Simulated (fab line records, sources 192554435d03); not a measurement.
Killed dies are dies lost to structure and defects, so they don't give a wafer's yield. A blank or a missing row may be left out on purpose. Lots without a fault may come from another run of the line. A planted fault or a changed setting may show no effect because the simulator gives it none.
fab line records | flow n5_finfet | part 1 of 2: steps 1 to 30 of 43
record lots=7 wafers=17 last_day=18
route steps=1938 shown FIN_SAQP@126 FIN_CUT@154 STI_FIN_REVEAL@207
lots that met no fault: from a run of the same line without faults
start_h: hours from the record's first day to the start of the lot's first wafer shown | wait_h: hours since the lot's step before | " the same as in the row above | L1.1+2: a row that stands for several wafers | - no value, or no start given | * or withheld: withheld | < > ~ a bound
route shown NAME@n: a module of which the file shows steps, and the number in the route of the first | usual: mean/standard deviation of fault-free wafers | same: alike in all rows | chamber/n: place in a boat | sites: the reading at each site | _std_site: their standard deviation | _edge_site: outer sites' mean less inner sites' | radius_mm: how far each site lies from the wafer's centre | mask NAME#n: copy n | behind: the tool/chamber that last shaped the wafer | hold: why the lot was held/for how many hours/how that ended | device: the transistor (n, p or np) that didn't switch | end of line: the same wafers' tests at the end of the route | a step without rows: its recipe alone | killed: dies lost to structure and defects at the first sort, not the wafer's yield | map: a wafer's dies, x killed, . not, _ none there
set.NAME: the setting as run; set.NAME@STEP: as run at that earlier step | model.NAME: the simulator's own value behind a step, which no gauge read
lots at some steps of the route; a table a step, a row a wafer
services: from which hour (start_h, from the record's first day; less than 0 if before it) a tool's chamber was out of use, for how many hours, and why
## steps
# step N5_FIN_SAQP_SPACER1_ETCHBACK_25
# recipe chemistry=CHF3/O2 mode=anisotropic_etchback target=SiO2 target_depth_a=244 time_s=12.2 pressure_mtorr=30 source_w=650 bias_w=170 Ar_flow_sccm=200 CHF3_flow_sccm=50 O2_flow_sccm=5 ion_energy_ev=200
# step N5_FIN_SAQP_MANDREL1_REMOVE_56
# recipe chemistry=HBr/Cl2/O2 bt_time_s=10 target=a-Si stop_on=SiNx endpoint=OES-SiCl over_etch_frac=1 icp_w=600 bias_w=22 HBr_flow_sccm=150 Cl2_flow_sccm=80 O2_flow_sccm=5 pressure_mtorr=10
# step N5_FIN_SAQP_CD_MEAS_27
# recipe target_cd_nm=20 landing_energy_ev=1000 detector=se_inlens polarity=line
# usual cd_nm=20.25/0.24
# columns lot.wafer tool chamber start_h wait_h cd_nm
L680.4 cd_sem-03 0 24.31 0.1 20.41
L680.5 " 0 " " 20.29
L680.6 " 0 " " 20.45
L682.1 cd_sem-03 0 37.05 0.1 19.97
L682.2 " 0 " " 20.01
L682.6 " 0 " " 20.44
L692.1 cd_sem-02 0 97.28 0.1 19.98
L692.2 " 0 " " 20.63
L693.5 cd_sem-02 0 103.93 0.0 20.61
L693.6 " 0 " " 20.41
L697.2 cd_sem-03 0 131.41 0.1 20.50
L697.6 " 0 " " 20.49
L700.4 cd_sem-02 0 144.17 0.1 20.36
L700.6 " 0 " " 20.14
L703.1 cd_sem-03 0 166.11 0.1 20.55
L703.3 " 0 " " 20.49
L703.4 " 0 " " 20.03
# step N5_FIN_SAQP_ETCH_57
# recipe chemistry=CH3F/O2 target=SiNx mask_material=SiO2 target_depth_a=325 time_s=46.4 pressure_mtorr=30 source_w=395 bias_w=73 Ar_flow_sccm=150 CH3F_flow_sccm=30 O2_flow_sccm=20 ion_energy_ev=120 ends=cleared
# step N5_FIN_SAQP_ETCH_65
# recipe chemistry=CF4 target=SiO2 target_depth_a=40 ion_energy_ev=350 time_s=4.4 pressure_mtorr=10 icp_w=800 bias_w=400 cf4_flow_sccm=80
# step N5_FIN_SAQP_MANDREL_ETCH_58
# recipe chemistry=HBr/Cl2 target=a-Si target_depth_a=450 bt_time_s=10 stop_on=SiNx mask_material=SiO2 over_etch_frac=0.8 time_s=27 pressure_mtorr=10 icp_w=800 bias_w=75 HBr_flow_sccm=150 Cl2_flow_sccm=80 ends=end_point
# usual drypump_motor_current_A=5.9/0.39 oes_product_au=0.704/0.012 rf_fwd_power_W=793/3.5 throttle_valve_pct=35.37/0.28
# columns lot.wafer tool chamber start_h wait_h drypump_motor_current_A oes_product_au rf_fwd_power_W rf_hours_counter_h throttle_valve_pct
L680.4 rie_si-03 0 24.49 0.0 6.4 0.710 798 197 35.19
L680.5 " 2 " " 5.9 0.713 792 - 35.43
L680.6 " 1 " " 6.0 0.690 792 - 35.56
L682.1 rie_si-02 2 37.24 0.0 4.9 0.708 794 27 36.04
L682.2 " 1 " " 5.8 0.696 794 60 35.02
L682.6 " 1 " " 5.8 0.701 795 - 35.00
L692.1 rie_si-02 0 97.50 0.0 6.1 0.684 791 172 35.52
L692.2 " 1 " " 5.8 0.697 793 61 35.03
L693.5 rie_si-05 2 104.15 0.0 6.2 0.722 790 - 35.14
L693.6 " 1 " " 5.7 0.696 794 - 35.18
L697.2 rie_si-05 2 131.63 0.0 6.2 0.701 788 36 35.13
L697.6 " 1 " " 5.7 0.711 793 - 35.20
L700.4 rie_si-03 3 144.49 0.0 5.4 0.709 794 50 35.20
L700.6 " 2 " " 6.0 0.709 794 - 35.45
L703.1 rie_si-05 2 166.35 0.0 6.3 0.711 790 37 35.13
L703.3 " 1 " " 5.7 0.695 788 24 35.20
L703.4 " 0 " " 6.0 0.723 792 4 35.66
# step N5_FIN_SAQP_RECESS_63
# recipe chemistry=HF/NH3 target=SiO2 target_depth_a=180 afs_cycles=3 temp_c=30 sublimation_temp_c=180 sublimation_time_s=60
# usual drypump_motor_current_A=6.0/0.34 sublimation_temp_c=180.01/0.17
# columns lot.wafer tool chamber start_h wait_h drypump_motor_current_A sublimation_temp_c
L680.4 vapor_etch-01 0 24.69 0.2 6.3 179.98
L680.5 " 0 " " 6.3 180.23
L680.6 " 1 " " 5.4 179.97
L682.1 vapor_etch-02 0 37.32 0.1 6.3 180.24
L682.2 " 1 " " 5.8 179.90
L682.6 " 1 " " 5.8 179.87
L692.1 vapor_etch-02 0 97.58 0.1 6.3 180.09
L692.2 " 1 " " 5.8 180.05
L693.5 vapor_etch-01 0 104.44 0.3 6.3 180.18
L693.6 " 1 " " 5.4 180.07
L697.2 vapor_etch-02 1 131.71 0.1 5.8 179.87
L697.6 " 1 " " 5.9 179.70
L700.4 vapor_etch-02 1 144.69 0.2 5.8 180.09
L700.6 " 1 " " 5.8 179.59
L703.1 vapor_etch-02 0 166.43 0.1 6.3 179.94
L703.3 " 1 " " 5.8 180.10
L703.4 " 0 " " 6.3 180.20
# step N5_FIN_SAQP_COAT_68
# recipe resist=SOC temp_c=250 time_s=60 spin_rpm=1500 resist_thk_nm=100
# step N5_FIN_SAQP_ETCH_69
# recipe chemistry=N2/H2 target=SOC target_depth_a=1500 stop_on=SiNx ion_energy_ev=100 bias_w=61 pressure_mtorr=30 source_w=850 n2_flow_sccm=200 h2_flow_sccm=200
# step N5_FIN_SAQP_ETCH_67
# recipe chemistry=CH3F/O2 target=SiNx target_depth_a=300 mask_material=SOC pressure_mtorr=30 source_w=395 bias_w=73 Ar_flow_sccm=150 CH3F_flow_sccm=30 O2_flow_sccm=20 ion_energy_ev=120
# step N5_FIN_SAQP_STRIP_70
# recipe chemistry=N2/H2 power_w=500 temp_c=40 pressure_mtorr=50 rf_frequency_hz=6e+07 overash_fraction=0.3 bias_power_w=28 h2_frac=0.5 n2_flow_sccm=300 h2_flow_sccm=300
# step N5_FIN_SAQP_RECESS_71
# recipe chemistry=HF/NH3 target=SiO2 target_depth_a=30 afs_cycles=1 temp_c=30 sublimation_temp_c=180 sublimation_time_s=60
# step N5_FIN_SAQP_SPACER2_ALD_28
# recipe material=SiO2 target_thk_a=81 temp_c=300 ald_precursor_family=BDEAS ald_co_reactant=O2-plasma pulse_time_s=1 purge_time_s=2 co_reactant_purge_time_s=2 pressure_torr=2
# usual heater_power_w=455/38 precursor_pulse_height_rel=1.002/0.02
# columns lot.wafer tool chamber start_h wait_h heater_power_w precursor_pulse_height_rel model.SiO2_of_FIN_SAQP_SPACER2_ALD_28.thk_nm
L680.4 ald_sin-02 0 25.32 0.1 459 1.002 8
L680.5 " 2 " " 509 0.987 8.2
L680.6 " 3 " " 417 0.996 8.2
L682.1 ald_sin-03 2 38.19 0.1 475 1.038 8.2
L682.2 " 1 " " 449 1.000 8
L682.6 " 1 " " 438 1.017 8
L692.1 ald_sin-02 2 98.66 0.3 495 0.975 3
L692.2 " 0 " " 451 0.996 8
L693.5 ald_sin-02 2 105.11 0.2 513 1.042 8.2
L693.6 " 1 " " 439 1.002 3.2
L697.2 ald_sin-02 3 132.87 0.5 431 0.990 8.2
L697.6 " 2 " " 520 0.994 3.2
L700.4 ald_sin-03 0 145.37 0.1 442 1.023 8.2
L700.6 " 2 " " 472 1.014 8.2
L703.1 ald_sin-04 2 167.43 0.3 491 1.029 8.2
L703.3 " 0 " " 400 1.004 8.2
L703.4 " 3 " " 545 1.001 8.2
# step N5_FIN_SAQP_SPACER2_ETCHBACK_29
# recipe chemistry=CHF3/O2 mode=anisotropic_etchback target=SiO2 target_depth_a=122 time_s=6.1 pressure_mtorr=30 source_w=650 bias_w=170 Ar_flow_sccm=200 CHF3_flow_sccm=50 O2_flow_sccm=5 ion_energy_ev=200
# step N5_FIN_SAQP_MANDREL2_REMOVE_60
# recipe chemistry=HBr/Cl2/O2 bt_time_s=10 target=a-Si stop_on=SiNx endpoint=OES-SiCl over_etch_frac=1 icp_w=600 bias_w=22 HBr_flow_sccm=150 Cl2_flow_sccm=80 O2_flow_sccm=5 pressure_mtorr=10
# usual drypump_motor_current_A=5.9/0.43 oes_o_777_au=1.01/0.067 oes_product_au=1.008/0.017 rf_fwd_power_W=596.0/2.4 throttle_valve_pct=36.5/0.32
# columns lot.wafer tool chamber start_h wait_h drypump_motor_current_A oes_o_777_au oes_product_au rf_fwd_power_W rf_hours_counter_h throttle_valve_pct model.FIN_SAQP.cd_nm
L680.4 rie_si-03 2 25.86 0.1 6.0 1.06 1.026 598.0 140 36.6 8
L680.5 " 3 " " 5.4 1.09 1.038 595.0 - 36.3 8
L680.6 " 2 " " 5.9 1.05 1.017 598.0 - 36.6 8
L682.1 rie_si-03 2 38.60 0.1 5.9 1.05 1.011 599.2 141 36.6 8.2
L682.2 " 1 " " 6.0 0.89 0.965 597.5 203 36.7 8
L682.6 " 0 " " 6.4 1.04 0.997 600.0 - 36.3 8.2
L692.1 rie_si-02 3 99.19 0.1 6.4 1.02 0.986 595.8 164 36.2 3.2
L692.2 " 1 " " 5.8 0.96 1.006 597.1 61 36.2 8.2
L693.5 rie_si-05 2 105.41 0.1 6.2 1.00 1.024 593.9 - 36.2 8.2
L693.6 " 3 " " 5.7 1.03 1.026 590.9 - 36.3 3.2
L697.2 rie_si-03 0 133.39 0.1 6.4 1.03 1.000 597.5 0 36.9 8.4
L697.6 " 0 " " 6.4 1.05 0.992 596.6 - 36.9 3.4
L700.4 rie_si-03 3 145.89 0.1 5.4 1.09 1.027 596.5 50 36.3 8
L700.6 " 0 " " 6.4 1.04 1.001 594.1 - 36.9 8.4
L703.1 rie_si-03 2 167.84 0.1 6.0 1.05 1.007 596.2 143 36.5 8
L703.3 " 1 " " 6.0 0.90 1.006 592.5 2 36.7 8.2
L703.4 " 0 " " 6.3 1.04 1.009 600.1 1 36.9 8.2
# step N5_FIN_SAQP_CD_MEAS_31
# recipe target_cd_nm=8 landing_energy_ev=1000 detector=se_inlens polarity=line
# usual cd_nm=8.15/0.21
# columns lot.wafer tool chamber start_h wait_h cd_nm
L680.4 cd_sem-03 0 25.98 0.1 8.14
L680.5 " 0 " " 8.16
L680.6 " 0 " " 8.34
L682.1 cd_sem-02 0 38.71 0.1 8.18
L682.2 " 0 " " 8.03
L682.6 " 0 " " 8.38
L692.1 cd_sem-01 0 99.30 0.1 3.16
L692.2 " 0 " " 7.93
L693.5 cd_sem-02 0 105.49 0.0 8.25
L693.6 " 0 " " 3.12
L697.2 cd_sem-03 0 133.50 0.1 8.25
L697.6 " 0 " " 3.32
L700.4 cd_sem-01 0 146.02 0.1 7.87
L700.6 " 0 " " 8.00
L703.1 cd_sem-02 0 167.95 0.1 8.28
L703.3 " 0 " " 8.21
L703.4 " 0 " " 8.33
# step N5_FIN_SAQP_HM_OPEN_33
# recipe chemistry=CH3F/O2 target=SiNx mask_material=SiO2 target_depth_a=494 time_s=70.6 pressure_mtorr=30 source_w=395 bias_w=73 Ar_flow_sccm=150 CH3F_flow_sccm=30 O2_flow_sccm=20 ion_energy_ev=120 ends=cleared
# step N5_FIN_SAQP_ETCH_34
# recipe chemistry=C4F6/O2 target=SiO2 target_depth_a=450 time_s=15 ion_energy_ev=250 pressure_mtorr=30 source_w=345 bias_w=185 Ar_flow_sccm=300 C4F6_flow_sccm=10 O2_flow_sccm=10 ends=cleared
# step N5_FIN_SAQP_STRIP_77
# recipe chemistry=N2/H2 time_s=90 power_w=100 temp_c=40 pressure_mtorr=100 rf_frequency_hz=6e+07 bias_power_w=3 n2_flow_sccm=300 h2_flow_sccm=300
# usual drypump_motor_current_A=5.4/0.43 h2_flow_sccm=300.1/0.85 oes_product_au=0.82/0.076 rf_vpp_V=45.5/0.91 showerhead_plenum_p_Torr=3.44/0.1 throttle_valve_pct=12.18/0.27
# same time_s=90
# columns lot.wafer tool chamber start_h wait_h drypump_motor_current_A h2_flow_sccm oes_product_au rf_hours_counter_h rf_vpp_V showerhead_plenum_p_Torr throttle_valve_pct
L680.4 rie_diel-02 1 26.21 0.0 5.0 299.8 0.86 49 45.4 3.59 12.05
L680.5 " 1 " " 5.0 300.5 0.86 - 44.8 3.59 12.04
L680.6 " 2 " " 6.3 300.6 0.97 - 44.4 3.55 11.77
L682.1 rie_diel-05 0 38.93 0.0 5.4 300.9 1.00 6 44.7 3.30 12.04
L682.2 " 1 " " 5.6 300.9 0.82 84 45.9 3.51 11.66
L682.6 " 1 " " 5.6 300.9 0.82 - 46.1 3.51 11.66
L692.1 rie_diel-05 1 99.47 0.0 5.6 299.1 0.79 106 46.8 3.50 11.72
L692.2 " 0 " " 5.4 298.0 0.95 23 44.6 3.29 12.09
L693.5 rie_diel-02 2 105.67 0.0 6.4 300.1 0.89 - 46.3 3.54 11.86
L693.6 " 3 " " 5.2 300.3 0.78 - 44.8 3.42 12.32
L697.2 rie_diel-01 3 133.66 0.0 5.8 299.5 0.79 99 43.2 3.40 12.50
L697.6 " 0 " " 6.0 300.3 0.71 - 43.7 3.21 12.58
L700.4 rie_diel-01 3 146.52 0.0 5.7 300.4 0.78 104 46.3 3.40 12.48
L700.6 " 3 " " 5.7 301.5 0.80 - 45.1 3.40 12.51
L703.1 rie_diel-05 1 168.33 0.0 5.6 300.9 0.77 131 45.9 3.49 11.78
L703.3 " 0 " " 5.4 300.8 0.88 48 45.0 3.27 12.16
L703.4 " 2 " " 5.2 300.2 0.69 244 46.9 3.48 12.45
# step N5_FIN_SAQP_HM_CD_35
# recipe target_cd_nm=8 polarity=line
# usual cd_nm=8.23/0.26
# columns lot.wafer tool chamber start_h wait_h cd_nm
L680.4 cd_sem-02 - 26.34 0.1 7.98
L680.5 " - " " 8.04
L680.6 " - " " 8.02
L682.1 cd_sem-02 - 39.06 0.1 8.17
L682.2 " - " " 8.20
L682.6 " - " " 8.93
L692.1 cd_sem-02 - 99.59 0.1 3.07
L692.2 " - " " 8.15
L693.5 cd_sem-01 - 105.76 0.0 8.33
L693.6 " - " " 2.87
L697.2 cd_sem-03 - 133.79 0.1 8.29
L697.6 " - " " 3.77
L700.4 cd_sem-02 - 146.65 0.1 8.25
L700.6 " - " " 8.52
L703.1 cd_sem-01 - 168.45 0.1 8.05
L703.3 " - " " 7.78
L703.4 " - " " 8.17
# step N5_FIN_SAQP_ETCH_64
# recipe chemistry=CF4 target=SiO2 target_depth_a=15 ion_energy_ev=350 pressure_mtorr=10 icp_w=800 bias_w=400 cf4_flow_sccm=80
# usual drypump_motor_current_A=5.9/0.39 oes_product_au=1.009/0.022 rf_fwd_power_W=783/5.1 throttle_valve_pct=21.74/0.19
# columns lot.wafer tool chamber start_h wait_h drypump_motor_current_A oes_product_au rf_fwd_power_W rf_hours_counter_h throttle_valve_pct
L680.4 rie_si-05 1 26.38 0.0 5.7 1.017 776 21 21.78
L680.5 " 1 " " 5.7 1.006 780 - 21.78
L680.6 " 0 " " 6.1 0.977 790 - 21.66
L682.1 rie_si-05 0 39.10 0.0 6.1 0.964 787 2 21.67
L682.2 " 3 " " 5.7 1.027 778 39 21.58
L682.6 " 1 " " 5.7 1.008 780 - 21.76
L692.1 rie_si-05 1 99.64 0.0 5.7 1.017 780 23 21.77
L692.2 " 2 " " 6.2 1.008 778 35 21.65
L693.5 rie_si-03 3 105.81 0.0 5.4 1.040 781 - 21.74
L693.6 " 2 " " 5.9 1.017 794 - 21.89
L697.2 rie_si-05 2 133.84 0.0 6.2 1.014 777 36 21.65
L697.6 " 1 " " 5.7 1.009 781 - 21.79
L700.4 rie_si-02 0 146.69 0.0 6.1 1.021 779 173 22.07
L700.6 " 3 " " 6.3 0.983 785 - 21.52
L703.1 rie_si-02 2 168.50 0.0 4.9 1.024 794 29 21.86
L703.3 " 0 " " 6.2 1.036 781 173 22.09
L703.4 " 1 " " 5.8 1.004 778 62 21.33
# step N5_FIN_SAQP_FIN_ETCH_36
# recipe chemistry=HBr/Cl2/O2 target_depth_a=1200 mask_material=SiNx time_s=50.4 bias_w=102 pressure_mtorr=10 icp_w=800 HBr_flow_sccm=150 Cl2_flow_sccm=80 O2_flow_sccm=12
# usual drypump_motor_current_A=5.9/0.39 oes_o_777_au=1.01/0.071 oes_product_au=1.010/0.018 rf_fwd_power_W=795.7/2.8 throttle_valve_pct=35.81/0.28
# same time_s=50.4
# columns lot.wafer tool chamber start_h wait_h drypump_motor_current_A oes_o_777_au oes_product_au rf_fwd_power_W rf_hours_counter_h throttle_valve_pct model.FIN_SAQP.cd_nm
L680.4 rie_si-05 1 26.40 0.0 5.7 1.00 1.011 798.5 21 35.61 8.2
L680.5 " 1 " " 5.7 0.99 1.002 798.4 - 35.64 8.2
L680.6 " 0 " " 6.1 0.88 0.994 798.6 - 36.18 8.6
L682.1 rie_si-05 0 39.12 0.0 6.1 0.88 0.983 792.6 2 36.18 8.4
L682.2 " 3 " " 5.7 1.03 1.000 795.6 39 35.70 8.6
L682.6 " 1 " " 5.7 0.99 1.005 795.7 - 35.63 8.6
L692.1 rie_si-05 1 99.66 0.0 5.7 1.00 1.022 794.3 23 35.62 3.4
L692.2 " 2 " " 6.2 0.99 1.010 797.6 35 35.56 8.2
L693.5 rie_si-03 3 105.86 0.0 5.4 1.10 1.027 795.1 - 35.65 8.4
L693.6 " 2 " " 5.9 1.05 1.026 796.7 - 35.86 3
L697.2 rie_si-05 2 133.86 0.0 6.2 0.99 1.029 797.2 36 35.53 8.4
L697.6 " 1 " " 5.7 0.98 1.012 795.6 - 35.62 3.8
L700.4 rie_si-02 0 146.71 0.0 6.1 1.15 1.006 796.4 173 35.95 7.8
L700.6 " 3 " " 6.3 1.02 0.975 796.7 - 35.57 8.4
L703.1 rie_si-02 2 168.52 0.0 4.9 0.97 1.014 795.9 29 36.52 8.2
L703.3 " 0 " " 6.1 1.15 1.006 793.3 173 35.96 7.8
L703.4 " 1 " " 5.8 0.98 1.001 797.7 62 35.47 8.4
# step N5_FIN_SAQP_CD_MEAS_37
# recipe target_cd_nm=8 polarity=line
# usual cd_nm=8.26/0.29
# columns lot.wafer tool chamber start_h wait_h cd_nm
L680.4 cd_sem-02 - 26.53 0.1 8.36
L680.5 " - " " 8.40
L680.6 " - " " 8.57
L682.1 cd_sem-02 - 39.24 0.1 8.16
L682.2 " - " " 8.40
L682.6 " - " " 9.02
L692.1 cd_sem-03 - 99.78 0.1 3.50
L692.2 " - " " 8.19
L693.5 cd_sem-02 - 105.95 0.0 8.25
L693.6 " - " " 3.02
L697.2 cd_sem-01 - 133.98 0.1 8.30
L697.6 " - " " 3.77
L700.4 cd_sem-03 - 146.84 0.1 7.60
L700.6 " - " " 8.54
L703.1 cd_sem-03 - 168.64 0.1 8.04
L703.3 " - " " 8.09
L703.4 " - " " 8.27
# step N5_FIN_SAQP_PRECLEAN_38
# recipe chemistry=O3/DIW time_s=45 temp_c=22 o3_ppm=10
# step N5_FIN_SAQP_PRECLEAN_45
# recipe chemistry=dHF time_s=10 dilution=500:1 temp_c=25
# step N5_FIN_SAQP_SRD_39
# recipe dry=ipa_marangoni time_s=30 temp_c=23 rinse_liquid=diw
# step N5_FIN_SAQP_OCD_MEAS_76
# usual trench_depth_nm=120.3/2.5
# columns lot.wafer tool chamber start_h wait_h trench_depth_nm
L680.4 ocd-02 - 26.62 0.0 121.2
L680.5 " - " " 121.1
L680.6 " - " " 114.8
L682.1 ocd-01 - 39.34 0.0 114.4
L682.2 " - " " 117.4
L682.6 " - " " 120.4
L692.1 ocd-02 - 99.88 0.0 122.0
L692.2 " - " " 119.3
L693.5 ocd-02 - 106.04 0.0 120.8
L693.6 " - " " 119.5
L697.2 ocd-02 - 134.08 0.0 122.7
L697.6 " - " " 122.0
L700.4 ocd-02 - 146.94 0.0 124.4
L700.6 " - " " 118.1
L703.1 ocd-01 - 168.74 0.0 120.3
L703.3 " - " " 123.5
L703.4 " - " " 122.5
# step N5_FIN_SAQP_INSPECT_40
# recipe inspect_instrument=brightfield mode=aei
# usual raw_defect_count=220/60
# columns lot.wafer tool chamber start_h wait_h raw_defect_count
L680.4 defect_inspect-02 - 26.65 0.0 285
L680.5 " - " " 376
L680.6 " - " " 388
L682.1 defect_inspect-02 - 39.37 0.0 217
L682.2 " - " " 189
L682.6 " - " " 247
L692.1 defect_inspect-01 - 99.91 0.0 202
L692.2 " - " " 241
L693.5 defect_inspect-02 - 106.07 0.0 181
L693.6 " - " " 136
L697.2 defect_inspect-01 - 134.11 0.0 150
L697.6 " - " " 206
L700.4 defect_inspect-01 - 146.97 0.0 147
L700.6 " - " " 151
L703.1 defect_inspect-01 - 168.77 0.0 206
L703.3 " - " " 241
L703.4 " - " " 202
# step N5_FIN_CUT_COAT_18
# recipe resist=SOC temp_c=250 time_s=60 spin_rpm=1500 resist_thk_nm=230
# step N5_FIN_CUT_COAT_19
# recipe resist=SiARC temp_c=220 time_s=60 spin_rpm=1500 resist_thk_nm=20
## key
first_sign step=N5_FIN_SAQP_CD_MEAS_31 reading=cd_nm direction=down sigmas=24 usual=8.15 struck=3.20
effect step=N5_FIN_SAQP_HM_CD_35 reading=cd_nm direction=down sigmas=19 usual=8.23 struck=3.24
effect step=N5_FIN_SAQP_CD_MEAS_37 reading=cd_nm direction=down sigmas=17 usual=8.26 struck=3.43
effect step=N5_STI_FIN_REVEAL_CD_MEAS_22 reading=cd_nm direction=down sigmas=14 usual=6.4 struck=1.5
model_effect step=N5_FIN_SAQP_SPACER2_ALD_28 value=SiO2_of_FIN_SAQP_SPACER2_ALD_28.thk_nm without=8.133 struck=3.133
model_effect step=N5_FIN_SAQP_MANDREL2_REMOVE_60 value=FIN_SAQP.cd_nm without=8.267 struck=3.267
model_effect step=N5_FIN_SAQP_FIN_ETCH_36 value=FIN_SAQP.cd_nm without=8.4 struck=3.4
met_at N5_FIN_SAQP_SPACER2_ALD_28
struck_wafers L692.1,L693.6,L697.6
sort_left_out L692.1,L693.6,L697.6
tester_left_out L692,L693,L697
onset_between 25.32 98.66
fault kind=process_parameter_drift tool=ald_sin-02 chamber=- onset_h=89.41 steps=N5_FIN_SAQP_SPACER2_ALD_28 channel=target_thk_a offset=* shape=step end_h=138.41 scope=struck_wafers_only acts_in=* stated=*
# tester_left_out: of these lots the tester's yield and bins aren't shown, on N5 and GAA mostly nor the transistor test; their killed dies are dies lost to structure and defects alone, not to doping, threshold or leakage, so they don't give the yield
# sort_left_out: the simulated sort isn't trusted on such a fault, so these wafers' sort isn't shown, and their yield isn't known
